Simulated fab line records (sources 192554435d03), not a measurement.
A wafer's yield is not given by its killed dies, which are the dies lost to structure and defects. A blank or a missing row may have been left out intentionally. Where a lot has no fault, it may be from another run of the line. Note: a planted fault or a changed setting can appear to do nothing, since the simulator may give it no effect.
Problem report in the 8D (eight disciplines) form, filled by code | flow n5Finfet | the parts of the form that need people (team, actions taken, sign-off) are left out

== 1. THE PROBLEM ==
At N5_BEOL_M5_COAT_22, spinSpeedRpm averages 1460.8 rpm over 6 wafers from 2 lots, while fault-free wafers read 1500.0 rpm, standard deviation 0.98. That puts it -40 standard deviations away from the usual mean.
The step: resist thk 30 nm.
The first sign was on wafer L932.3 at day 12 12:35, on lithoTrack-03. At this step, 18 wafers from 6 lots have a number in the record. Rule for "out" (also "out of limits"): further than 4 standard deviations from the usual mean. The other wafers with a number count as sound.

== 2. WHAT IT IS AND WHAT IT IS NOT ==
question                    | is                     | is not
which readings at this step | spinSpeedRpm           | chillPlateTempC
which lots                  | L932, L935             | L922, L923, L937, L939
which wafers of those lots  | all that have a number | -
read on which tools         | lithoTrack-03          | lithoTrack-01, lithoTrack-04
when                        | from day 12 12:35      | up to then (6 sound wafers); but 6 sound wafers of L937, L939 came after

== 3. SUSPECTS, AND WHAT RULES EACH OUT ==
Counting: a tool at any process step up to the reading remains a suspect when it ran all the lots that are out and ran no sound lot after the first of those.
- lithoTrack-03 at N5_BEOL_M5_COAT_22 (resist thk 30 nm): kept. It ran every lot that is out, first L932 (day 12 12:35), and no sound lot after that; its last sound lot up to then is L923 (day 9 21:58). Out on those wafers are its own readings of spinSpeedRpm.
The count leaves lithoTrack-03 at N5_BEOL_M5_COAT_22.

== 4. THE CAUSE (what the simulator had put in) ==
Process parameter drift: lithoTrack-03, from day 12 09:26 on, at N5_BEOL_M5_COAT_22. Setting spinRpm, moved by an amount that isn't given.
The count eliminated every tool but this one.

== 5. THE CHAIN OF EFFECTS, in route order ==
Each row: a reading where the mean over the struck wafers with a number is more than 3 standard deviations away from the usual. Readings are gone through only where the record gives a usual standard deviation; hours: the median, over the lots, of the time from a lot's start at the first step in this table giving one to that lot's start at this step; sigmas: the change measured in usual standard deviations.
hours | step               | reading      | usual      | on struck wafers | change | sigmas
0     | N5_BEOL_M5_COAT_22 | spinSpeedRpm | 1500.0 rpm | 1460.8           | -39.2  | -40
Process steps it contains:
- N5_BEOL_M5_COAT_22: resist thk 30 nm.
At these later measuring or inspecting steps, every struck wafer for which the step has a row has a number for every such reading, and none has moved that far: N5_BEOL_M5_CD_MEAS_28, N5_BEOL_M5_OVL_MEAS_29, N5_BEOL_M5_INSPECT_30.

== 6. HOW IT WOULD HAVE BEEN CAUGHT EARLIER ==
In this record no reading fell out of limits until day 12 12:35, 3 hours after the fault had begun at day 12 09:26.
